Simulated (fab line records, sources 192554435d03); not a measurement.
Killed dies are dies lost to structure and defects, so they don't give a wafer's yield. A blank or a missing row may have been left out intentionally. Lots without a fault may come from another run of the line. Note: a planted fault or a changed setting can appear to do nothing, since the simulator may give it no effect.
Chamber matching || flow n5_finfet || 4 sister chambers for N5_BEOL_M3_STRIP_19 on rie_diel-03
The step strips in O2. 4 wafers are shown with their chamber, then 9 later ones without.

== WAFERS, EACH WITH ITS CHAMBER ==
{"wafer": "L079.6", "chamber": 2, "drypump_motor_current_A (A)": 5.8}
{"wafer": "L090.3", "chamber": 1, "drypump_motor_current_A (A)": 4.8}
{"wafer": "L090.5", "chamber": 3, "drypump_motor_current_A (A)": 6.6}
{"wafer": "L090.6", "chamber": 0, "drypump_motor_current_A (A)": 5.3}

== WAFERS MISSING THEIR CHAMBER ==
{"wafer": "L092.3", "drypump_motor_current_A (A)": 6.6}
{"wafer": "L092.4", "drypump_motor_current_A (A)": 5.7}
{"wafer": "L092.5", "drypump_motor_current_A (A)": 5.3}
{"wafer": "L091.1", "drypump_motor_current_A (A)": 5.8}
{"wafer": "L091.2", "drypump_motor_current_A (A)": 4.8}
{"wafer": "L091.6", "drypump_motor_current_A (A)": 6.6}
{"wafer": "L094.1", "drypump_motor_current_A (A)": 6.6}
{"wafer": "L094.2", "drypump_motor_current_A (A)": 5.3}
{"wafer": "L094.4", "drypump_motor_current_A (A)": 6.6}

== EACH ONE'S CHAMBER ==
{"wafer": "L092.3", "from the rows above": 3, "in truth": 3}
{"wafer": "L092.4", "from the rows above": 2, "in truth": 2}
{"wafer": "L092.5", "from the rows above": 0, "in truth": 0}
{"wafer": "L091.1", "from the rows above": 2, "in truth": 2}
{"wafer": "L091.2", "from the rows above": 1, "in truth": 1}
{"wafer": "L091.6", "from the rows above": 3, "in truth": 3}
{"wafer": "L094.1", "from the rows above": 3, "in truth": 3}
{"wafer": "L094.2", "from the rows above": 0, "in truth": 0}
{"wafer": "L094.4", "from the rows above": 3, "in truth": 3}
Correct placement for 9 of the 9. Not placeable from these rows: 0. 0 placed wrongly.
How it was worked out, from the rows above alone: a wafer's distance from a chamber is the root of the sum, over the readings, of the square of ((its reading less the chamber's mean) divided by the reading's scatter). If the next closest chamber is less than 2 further off than the closest, the wafer can't be placed; otherwise it belongs to the closest. Each chamber's mean is taken over the wafers shown for it. The scatter: with one shown wafer a chamber, the root of the mean of the squares of how far each hidden wafer lies from its nearest shown one.
